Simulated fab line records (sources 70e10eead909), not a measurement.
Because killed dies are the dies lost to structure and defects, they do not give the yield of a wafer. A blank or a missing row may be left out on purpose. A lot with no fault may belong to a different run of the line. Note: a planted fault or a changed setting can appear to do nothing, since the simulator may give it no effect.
fab line records :: flow nandHarc
record:
  lots: 7
  wafers: 19
  lastDay: 34
route steps=1302 shown A_ONON_D1@432
lots untouched by any fault: they come from a run of this same line in which no faults occurred
startH: hours from the record's first day to the start of the lot's first wafer shown :: waitH: hours since the lot's step before :: " as in the row above :: L1.1+2: several wafers, shown together as one row :: - either no value or no given start :: * or withheld: withheld :: < > ~ a bound
route shown NAME@n: NAME is a module with steps in the file, n the number in the route of the first one :: usual: mean/standard deviation taken from wafers without a fault :: same: alike in all rows :: chamber/n: place in a boat :: sites: readings site by site :: _std_site: the values' standard deviation :: _edge_site: mean of outer sites minus mean of inner sites :: radiusMm: how far each site lies from the wafer's centre :: mask NAME#n: copy n :: behind: the most recent tool/chamber to have shaped the wafer :: hold: cause of the lot's hold/its duration in hours/its outcome :: device: names the non-switching transistor (n, p or np) :: end of line: the route-end tests of the same wafers :: where a step has no rows: the recipe by itself :: killed: count of dies lost to structure and defects at first sort (not the wafer's yield) :: map: per-die view of a wafer (x killed, . not killed, _ where there is no die)
set.NAME: the setting as run; set.NAME@STEP: as run at that earlier step :: model.NAME: the simulator's own value behind a step, which no gauge read
a table for each step, a row for each wafer; lots at some steps of the route
services: when a tool's chamber went out of use (startH, in hours from the record's first day, below 0 if earlier), for how many hours, and the reason
== steps ==
step: NHARC_A_ONON_D1_DEP_12
recipe:
  targetThkA: 10000
  n2FlowSccm: 2750
  n2oFlowSccm: 2000
  nh3FlowSccm: 500
  sih4FlowSccm: 210
  tempC: 400
step: NHARC_A_ONON_D1_THK_MEAS_14
recipe:
  thkMeasGauge: ellipsometry
usual:
  thkNm: 996/10
lot.wafer: L669.1
tool: filmMetro-02
chamber: -
startH: 224.16
waitH: -
thkNm: 1000

lot.wafer: L669.2
tool: filmMetro-02
chamber: -
startH: 224.16
waitH: -
thkNm: 1000

lot.wafer: L669.5
tool: filmMetro-02
chamber: -
startH: 224.16
waitH: -
thkNm: 997

lot.wafer: L671.3
tool: filmMetro-02
chamber: -
startH: 231.30
waitH: -
thkNm: 994

lot.wafer: L671.4
tool: filmMetro-02
chamber: -
startH: 231.30
waitH: -
thkNm: 995

lot.wafer: L671.6
tool: filmMetro-02
chamber: -
startH: 231.30
waitH: -
thkNm: 995

lot.wafer: L675.1
tool: filmMetro-01
chamber: -
startH: 274.68
waitH: -
thkNm: 984

lot.wafer: L675.5
tool: filmMetro-01
chamber: -
startH: 274.68
waitH: -
thkNm: 986

lot.wafer: L677.3
tool: filmMetro-02
chamber: -
startH: 290.93
waitH: -
thkNm: 1015

lot.wafer: L677.4
tool: filmMetro-02
chamber: -
startH: 290.93
waitH: -
thkNm: 1013

lot.wafer: L677.6
tool: filmMetro-02
chamber: -
startH: 290.93
waitH: -
thkNm: 1013

lot.wafer: L678.3
tool: filmMetro-01
chamber: -
startH: 308.59
waitH: -
thkNm: 1002

lot.wafer: L678.5
tool: filmMetro-01
chamber: -
startH: 308.59
waitH: -
thkNm: 1005

lot.wafer: L686.2
tool: filmMetro-02
chamber: -
startH: 391.41
waitH: -
thkNm: 1002

lot.wafer: L686.4
tool: filmMetro-02
chamber: -
startH: 391.41
waitH: -
thkNm: 1004

lot.wafer: L686.6
tool: filmMetro-02
chamber: -
startH: 391.41
waitH: -
thkNm: 1005

lot.wafer: L687.1
tool: filmMetro-02
chamber: -
startH: 403.01
waitH: -
thkNm: 991

lot.wafer: L687.4
tool: filmMetro-02
chamber: -
startH: 403.01
waitH: -
thkNm: 990

lot.wafer: L687.5
tool: filmMetro-02
chamber: -
startH: 403.01
waitH: -
thkNm: 989
step: NHARC_A_ONON_D1_ANNEAL_15
recipe:
  tempC: 750
  timeS: 3600
step: NHARC_A_ONON_D1_DEP_16
recipe:
  targetThkA: 10000
  n2FlowSccm: 2750
  n2oFlowSccm: 2000
  nh3FlowSccm: 500
  sih4FlowSccm: 210
  tempC: 400
step: NHARC_A_ONON_D1_THK_MEAS_18
recipe:
  thkMeasGauge: ellipsometry
usual:
  thkNm: 1000/9.6
lot.wafer: L669.1
tool: filmMetro-02
chamber: -
startH: 232.21
waitH: -
thkNm: 1015

lot.wafer: L669.2
tool: filmMetro-02
chamber: -
startH: 232.21
waitH: -
thkNm: 1017

lot.wafer: L669.5
tool: filmMetro-02
chamber: -
startH: 232.21
waitH: -
thkNm: 1017

lot.wafer: L671.3
tool: filmMetro-02
chamber: -
startH: 241.99
waitH: -
thkNm: 991

lot.wafer: L671.4
tool: filmMetro-02
chamber: -
startH: 241.99
waitH: -
thkNm: 989

lot.wafer: L671.6
tool: filmMetro-02
chamber: -
startH: 241.99
waitH: -
thkNm: 990

lot.wafer: L675.1
tool: filmMetro-01
chamber: -
startH: 282.79
waitH: -
thkNm: 991

lot.wafer: L675.5
tool: filmMetro-01
chamber: -
startH: 282.79
waitH: -
thkNm: 992

lot.wafer: L677.3
tool: filmMetro-01
chamber: -
startH: 298.71
waitH: -
thkNm: 1024

lot.wafer: L677.4
tool: filmMetro-01
chamber: -
startH: 298.71
waitH: -
thkNm: 1026

lot.wafer: L677.6
tool: filmMetro-01
chamber: -
startH: 298.71
waitH: -
thkNm: 1023

lot.wafer: L678.3
tool: filmMetro-01
chamber: -
startH: 316.67
waitH: -
thkNm: 1002

lot.wafer: L678.5
tool: filmMetro-01
chamber: -
startH: 316.67
waitH: -
thkNm: 1001

lot.wafer: L686.2
tool: filmMetro-01
chamber: -
startH: 399.24
waitH: -
thkNm: 995

lot.wafer: L686.4
tool: filmMetro-01
chamber: -
startH: 399.24
waitH: -
thkNm: 994

lot.wafer: L686.6
tool: filmMetro-01
chamber: -
startH: 399.24
waitH: -
thkNm: 995

lot.wafer: L687.1
tool: filmMetro-02
chamber: -
startH: 410.76
waitH: -
thkNm: 988

lot.wafer: L687.4
tool: filmMetro-02
chamber: -
startH: 410.76
waitH: -
thkNm: 989

lot.wafer: L687.5
tool: filmMetro-02
chamber: -
startH: 410.76
waitH: -
thkNm: 989
step: NHARC_A_ONON_D1_DEP_19
recipe:
  targetThkA: 10000
  n2FlowSccm: 2750
  n2oFlowSccm: 2000
  nh3FlowSccm: 500
  sih4FlowSccm: 210
  tempC: 400
step: NHARC_A_ONON_D1_THK_MEAS_21
recipe:
  thkMeasGauge: ellipsometry
usual:
  thkNm: 1000/11
lot.wafer: L669.1
tool: filmMetro-01
chamber: -
startH: 232.77
waitH: -
thkNm: 995

lot.wafer: L669.2
tool: filmMetro-01
chamber: -
startH: 232.77
waitH: -
thkNm: 997

lot.wafer: L669.5
tool: filmMetro-01
chamber: -
startH: 232.77
waitH: -
thkNm: 997

lot.wafer: L671.3
tool: filmMetro-02
chamber: -
startH: 242.56
waitH: -
thkNm: 1005

lot.wafer: L671.4
tool: filmMetro-02
chamber: -
startH: 242.56
waitH: -
thkNm: 1006

lot.wafer: L671.6
tool: filmMetro-02
chamber: -
startH: 242.56
waitH: -
thkNm: 1007

lot.wafer: L675.1
tool: filmMetro-02
chamber: -
startH: 283.36
waitH: -
thkNm: 998

lot.wafer: L675.5
tool: filmMetro-02
chamber: -
startH: 283.36
waitH: -
thkNm: 997

lot.wafer: L677.3
tool: filmMetro-02
chamber: -
startH: 299.31
waitH: -
thkNm: 1008

lot.wafer: L677.4
tool: filmMetro-02
chamber: -
startH: 299.31
waitH: -
thkNm: 1009

lot.wafer: L677.6
tool: filmMetro-02
chamber: -
startH: 299.31
waitH: -
thkNm: 1009

lot.wafer: L678.3
tool: filmMetro-01
chamber: -
startH: 317.24
waitH: -
thkNm: 1003

lot.wafer: L678.5
tool: filmMetro-01
chamber: -
startH: 317.24
waitH: -
thkNm: 1003

lot.wafer: L686.2
tool: filmMetro-01
chamber: -
startH: 399.81
waitH: -
thkNm: 1008

lot.wafer: L686.4
tool: filmMetro-01
chamber: -
startH: 399.81
waitH: -
thkNm: 1008

lot.wafer: L686.6
tool: filmMetro-01
chamber: -
startH: 399.81
waitH: -
thkNm: 1006

lot.wafer: L687.1
tool: filmMetro-02
chamber: -
startH: 411.46
waitH: -
thkNm: 984

lot.wafer: L687.4
tool: filmMetro-02
chamber: -
startH: 411.46
waitH: -
thkNm: 983

lot.wafer: L687.5
tool: filmMetro-02
chamber: -
startH: 411.46
waitH: -
thkNm: 983
step: NHARC_A_ONON_D1_DEP_22
recipe:
  targetThkA: 10000
  n2FlowSccm: 2750
  n2oFlowSccm: 2000
  nh3FlowSccm: 500
  sih4FlowSccm: 210
  tempC: 400
step: NHARC_A_ONON_D1_THK_MEAS_24
recipe:
  thkMeasGauge: ellipsometry
usual:
  thkNm: 999/8.3
lot.wafer: L669.1
tool: filmMetro-01
chamber: -
startH: 233.34
waitH: -
thkNm: 1007

lot.wafer: L669.2
tool: filmMetro-01
chamber: -
startH: 233.34
waitH: -
thkNm: 1005

lot.wafer: L669.5
tool: filmMetro-01
chamber: -
startH: 233.34
waitH: -
thkNm: 1006

lot.wafer: L671.3
tool: filmMetro-02
chamber: -
startH: 243.13
waitH: -
thkNm: 993

lot.wafer: L671.4
tool: filmMetro-02
chamber: -
startH: 243.13
waitH: -
thkNm: 992

lot.wafer: L671.6
tool: filmMetro-02
chamber: -
startH: 243.13
waitH: -
thkNm: 993

lot.wafer: L675.1
tool: filmMetro-01
chamber: -
startH: 283.93
waitH: -
thkNm: 1012

lot.wafer: L675.5
tool: filmMetro-01
chamber: -
startH: 283.93
waitH: -
thkNm: 1010

lot.wafer: L677.3
tool: filmMetro-01
chamber: -
startH: 299.88
waitH: -
thkNm: 1000

lot.wafer: L677.4
tool: filmMetro-01
chamber: -
startH: 299.88
waitH: -
thkNm: 1000

lot.wafer: L677.6
tool: filmMetro-01
chamber: -
startH: 299.88
waitH: -
thkNm: 1002

lot.wafer: L678.3
tool: filmMetro-01
chamber: -
startH: 317.80
waitH: -
thkNm: 986

lot.wafer: L678.5
tool: filmMetro-01
chamber: -
startH: 317.80
waitH: -
thkNm: 985

lot.wafer: L686.2
tool: filmMetro-01
chamber: -
startH: 400.38
waitH: -
thkNm: 999

lot.wafer: L686.4
tool: filmMetro-01
chamber: -
startH: 400.38
waitH: -
thkNm: 1000

lot.wafer: L686.6
tool: filmMetro-01
chamber: -
startH: 400.38
waitH: -
thkNm: 999

lot.wafer: L687.1
tool: filmMetro-02
chamber: -
startH: 412.03
waitH: -
thkNm: 1011

lot.wafer: L687.4
tool: filmMetro-02
chamber: -
startH: 412.03
waitH: -
thkNm: 1011

lot.wafer: L687.5
tool: filmMetro-02
chamber: -
startH: 412.03
waitH: -
thkNm: 1012
step: NHARC_A_ONON_D1_DEP_25
recipe:
  targetThkA: 10000
  n2FlowSccm: 2750
  n2oFlowSccm: 2000
  nh3FlowSccm: 500
  sih4FlowSccm: 210
  tempC: 400
step: NHARC_A_ONON_D1_THK_MEAS_27
recipe:
  thkMeasGauge: ellipsometry
usual:
  thkNm: 1000/10
lot.wafer: L669.1
tool: filmMetro-02
chamber: -
startH: 233.91
waitH: -
thkNm: 989

lot.wafer: L669.2
tool: filmMetro-02
chamber: -
startH: 233.91
waitH: -
thkNm: 987

lot.wafer: L669.5
tool: filmMetro-02
chamber: -
startH: 233.91
waitH: -
thkNm: 988

lot.wafer: L671.3
tool: filmMetro-01
chamber: -
startH: 243.70
waitH: -
thkNm: 1000

lot.wafer: L671.4
tool: filmMetro-01
chamber: -
startH: 243.70
waitH: -
thkNm: 996

lot.wafer: L671.6
tool: filmMetro-01
chamber: -
startH: 243.70
waitH: -
thkNm: 1000

lot.wafer: L675.1
tool: filmMetro-01
chamber: -
startH: 284.49
waitH: -
thkNm: 1009

lot.wafer: L675.5
tool: filmMetro-01
chamber: -
startH: 284.49
waitH: -
thkNm: 1007

lot.wafer: L677.3
tool: filmMetro-02
chamber: -
startH: 300.44
waitH: -
thkNm: 1001

lot.wafer: L677.4
tool: filmMetro-02
chamber: -
startH: 300.44
waitH: -
thkNm: 1003

lot.wafer: L677.6
tool: filmMetro-02
chamber: -
startH: 300.44
waitH: -
thkNm: 1003

lot.wafer: L678.3
tool: filmMetro-01
chamber: -
startH: 318.37
waitH: -
thkNm: 995

lot.wafer: L678.5
tool: filmMetro-01
chamber: -
startH: 318.37
waitH: -
thkNm: 996

lot.wafer: L686.2
tool: filmMetro-01
chamber: -
startH: 400.95
waitH: -
thkNm: 995

lot.wafer: L686.4
tool: filmMetro-01
chamber: -
startH: 400.95
waitH: -
thkNm: 995

lot.wafer: L686.6
tool: filmMetro-01
chamber: -
startH: 400.95
waitH: -
thkNm: 994

lot.wafer: L687.1
tool: filmMetro-02
chamber: -
startH: 412.60
waitH: -
thkNm: 989

lot.wafer: L687.4
tool: filmMetro-02
chamber: -
startH: 412.60
waitH: -
thkNm: 991

lot.wafer: L687.5
tool: filmMetro-02
chamber: -
startH: 412.60
waitH: -
thkNm: 991
step: NHARC_A_ONON_D1_DEP_28
recipe:
  targetThkA: 10000
  n2FlowSccm: 2750
  n2oFlowSccm: 2000
  nh3FlowSccm: 500
  sih4FlowSccm: 210
  tempC: 400
lot.wafer: L669.1+2+5
tool: pecvdOnon-01
chamber: 0
startH: 233.96
waitH: 0.1

lot.wafer: L671.3+4+6
tool: pecvdOnon-03
chamber: 0
startH: 243.87
waitH: 0.2

lot.wafer: L675.1+5
tool: pecvdOnon-03
chamber: 0
startH: 284.55
waitH: 0.1

lot.wafer: L677.3+4+6
tool: pecvdOnon-03
chamber: 0
startH: 300.61
waitH: 0.2

lot.wafer: L678.3+5
tool: pecvdOnon-03
chamber: 0
startH: 318.54
waitH: 0.2

lot.wafer: L686.2+4+6
tool: pecvdOnon-02
chamber: 0
startH: 401.10
waitH: 0.2

lot.wafer: L687.1+4+5
tool: pecvdOnon-01
chamber: 0
startH: 412.66
waitH: 0.1
step: NHARC_A_ONON_D1_THK_MEAS_30
recipe:
  thkMeasGauge: ellipsometry
usual:
  thkNm: 1000/11
lot.wafer: L669.1
tool: filmMetro-02
chamber: -
startH: 234.47
waitH: -
thkNm: 999

lot.wafer: L669.2
tool: filmMetro-02
chamber: -
startH: 234.47
waitH: -
thkNm: 997

lot.wafer: L669.5
tool: filmMetro-02
chamber: -
startH: 234.47
waitH: -
thkNm: 999

lot.wafer: L671.3
tool: filmMetro-01
chamber: -
startH: 244.27
waitH: -
thkNm: 993

lot.wafer: L671.4
tool: filmMetro-01
chamber: -
startH: 244.27
waitH: -
thkNm: 994

lot.wafer: L671.6
tool: filmMetro-01
chamber: -
startH: 244.27
waitH: -
thkNm: 994

lot.wafer: L675.1
tool: filmMetro-01
chamber: -
startH: 285.05
waitH: -
thkNm: 1008

lot.wafer: L675.5
tool: filmMetro-01
chamber: -
startH: 285.05
waitH: -
thkNm: 838

lot.wafer: L677.3
tool: filmMetro-02
chamber: -
startH: 301.01
waitH: -
thkNm: 846

lot.wafer: L677.4
tool: filmMetro-02
chamber: -
startH: 301.01
waitH: -
thkNm: 1015

lot.wafer: L677.6
tool: filmMetro-02
chamber: -
startH: 301.01
waitH: -
thkNm: 1015

lot.wafer: L678.3
tool: filmMetro-01
chamber: -
startH: 318.93
waitH: -
thkNm: 843

lot.wafer: L678.5
tool: filmMetro-01
chamber: -
startH: 318.93
waitH: -
thkNm: 843

lot.wafer: L686.2
tool: filmMetro-01
chamber: -
startH: 401.55
waitH: -
thkNm: 1016

lot.wafer: L686.4
tool: filmMetro-01
chamber: -
startH: 401.55
waitH: -
thkNm: 1017

lot.wafer: L686.6
tool: filmMetro-01
chamber: -
startH: 401.55
waitH: -
thkNm: 1015

lot.wafer: L687.1
tool: filmMetro-01
chamber: -
startH: 413.17
waitH: -
thkNm: 1013

lot.wafer: L687.4
tool: filmMetro-01
chamber: -
startH: 413.17
waitH: -
thkNm: 1012

lot.wafer: L687.5
tool: filmMetro-01
chamber: -
startH: 413.17
waitH: -
thkNm: 1012
step: NHARC_A_ONON_D1_DEP_33
recipe:
  targetThkA: 2000
  tempC: 400
  pressureTorr: 6.5
  rfW: 900
  teosFlowSccm: 161.4
  flowSccm: 2650
  targetThkNm: 200
  gas: O2
  material: SiO2
usual:
  heaterPowerW: 529/86
  throttleValvePct: 15.9/0.63
lot.wafer: L669.1
tool: pecvd-01
chamber: 1
startH: 234.53
waitH: 0.1
heaterPowerW: 483
throttleValvePct: 15.2

lot.wafer: L669.2
tool: pecvd-01
chamber: 0
startH: 234.53
waitH: 0.1
heaterPowerW: 433
throttleValvePct: 16.5

lot.wafer: L669.5
tool: pecvd-01
chamber: 0
startH: 234.53
waitH: 0.1
heaterPowerW: 446
throttleValvePct: 16.6

lot.wafer: L671.3
tool: pecvd-01
chamber: 2
startH: 244.41
waitH: 0.1
heaterPowerW: 440
throttleValvePct: 16.8

lot.wafer: L671.6
tool: pecvd-01
chamber: 0
startH: 244.41
waitH: 0.1
heaterPowerW: 531
throttleValvePct: 16.8

lot.wafer: L671.4
tool: pecvd-01
chamber: 1
startH: 244.41
waitH: 0.1
heaterPowerW: 601
throttleValvePct: 15.1

lot.wafer: L675.1
tool: pecvd-02
chamber: 0
startH: 285.20
waitH: 0.1
heaterPowerW: 699
throttleValvePct: 16.1

lot.wafer: L675.5
tool: pecvd-02
chamber: 2
startH: 285.20
waitH: 0.1
heaterPowerW: 550
throttleValvePct: 15.8

lot.wafer: L677.3
tool: pecvd-02
chamber: 2
startH: 301.06
waitH: 0.1
heaterPowerW: 447
throttleValvePct: 15.8

lot.wafer: L677.6
tool: pecvd-02
chamber: 2
startH: 301.06
waitH: 0.1
heaterPowerW: 470
throttleValvePct: 16.2

lot.wafer: L677.4
tool: pecvd-02
chamber: 1
startH: 301.06
waitH: 0.1
heaterPowerW: 517
throttleValvePct: 16.4

lot.wafer: L678.3
tool: pecvd-04
chamber: 1
startH: 319.03
waitH: 0.1
heaterPowerW: 433
throttleValvePct: 16.5

lot.wafer: L678.5
tool: pecvd-04
chamber: 1
startH: 319.03
waitH: 0.1
heaterPowerW: 447
throttleValvePct: 16.3

lot.wafer: L686.2
tool: pecvd-04
chamber: 0
startH: 401.65
waitH: 0.1
heaterPowerW: 514
throttleValvePct: 15.1

lot.wafer: L686.6
tool: pecvd-04
chamber: 2
startH: 401.65
waitH: 0.1
heaterPowerW: 514
throttleValvePct: 16.0

lot.wafer: L686.4
tool: pecvd-04
chamber: 0
startH: 401.65
waitH: 0.1
heaterPowerW: 522
throttleValvePct: 14.9

lot.wafer: L687.1
tool: pecvd-04
chamber: 1
startH: 413.35
waitH: 0.2
heaterPowerW: 435
throttleValvePct: 16.6

lot.wafer: L687.4
tool: pecvd-04
chamber: 0
startH: 413.35
waitH: 0.2
heaterPowerW: 500
throttleValvePct: 14.8

lot.wafer: L687.5
tool: pecvd-04
chamber: 2
startH: 413.35
waitH: 0.2
heaterPowerW: 579
throttleValvePct: 16.2
== services ==
tool: pecvdOnon-03
chamber: -
startH: 227.00
hours: 13.0
kind: pm

tool: pecvd-02
chamber: -
startH: 227.11
hours: 13.0
kind: pm

tool: pecvd-02
chamber: 0
startH: 227.11
hours: 13.0
kind: ventCycle

tool: pecvd-01
chamber: 1
startH: 255.63
hours: 4.7
kind: repair

tool: pecvd-01
chamber: 1
startH: 267.43
hours: 2.1
kind: repair

tool: pecvd-04
chamber: -
startH: 269.06
hours: 13.0
kind: pm

tool: pecvd-04
chamber: 0
startH: 269.06
hours: 13.0
kind: ventCycle

tool: pecvd-04
chamber: 1
startH: 269.06
hours: 13.0
kind: ventCycle

tool: pecvd-04
chamber: 2
startH: 269.06
hours: 13.0
kind: ventCycle

tool: pecvdOnon-01
chamber: -
startH: 269.15
hours: 13.0
kind: pm

tool: pecvd-04
chamber: 0
startH: 282.06
hours: -
kind: clean

tool: pecvd-04
chamber: 1
startH: 282.06
hours: -
kind: clean

tool: pecvd-04
chamber: 2
startH: 282.06
hours: -
kind: clean

tool: pecvd-01
chamber: -
startH: 300.25
hours: 4.8
kind: repair

tool: pecvd-01
chamber: -
startH: 311.00
hours: 13.0
kind: pm

tool: pecvd-01
chamber: 0
startH: 311.00
hours: 13.0
kind: ventCycle

tool: pecvd-01
chamber: 1
startH: 311.00
hours: 13.0
kind: ventCycle

tool: pecvd-01
chamber: 2
startH: 311.00
hours: 13.0
kind: ventCycle

tool: pecvd-01
chamber: 0
startH: 324.00
hours: -
kind: clean

tool: pecvd-01
chamber: 1
startH: 324.00
hours: -
kind: clean

tool: pecvd-01
chamber: 2
startH: 324.00
hours: -
kind: clean

tool: pecvdOnon-02
chamber: -
startH: 366.08
hours: 13.0
kind: pm

tool: pecvdOnon-03
chamber: -
startH: 408.00
hours: 13.0
kind: pm

tool: pecvd-02
chamber: -
startH: 408.11
hours: 13.0
kind: pm
== key ==
firstSign:
  step: NHARC_A_ONON_D1_THK_MEAS_30
  reading: thkNm
  direction: down
  sigmas: 15
  usual: 1000
  struck: 842
effect none on later readings
metAt NHARC_A_ONON_D1_DEP_28
struckWafers L675.5,L677.3,L678.3,L678.5
sortLeftOut L675.5,L678.3,L678.5
testerLeftOut L675,L677,L678
onsetBetween 243.87 284.55
fault:
  kind: processParameterDrift
  tool: pecvdOnon-03
  chamber: -
  onsetH: 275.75
  steps: NHARC_A_ONON_D1_DEP_28
  channel: targetThkA
  offset: *
  shape: step
  endH: 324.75
  scope: struckWafersOnly
  actsIn: *
  stated: *
testerLeftOut: of these lots the tester's yield and bins aren't shown, on N5 and GAA mostly nor the transistor test; their killed dies are dies lost to structure and defects alone, not to doping, threshold or leakage, so they don't give the yield
sortLeftOut: the simulated sort isn't trusted on such a fault, so these wafers' sort isn't shown, and their yield isn't known
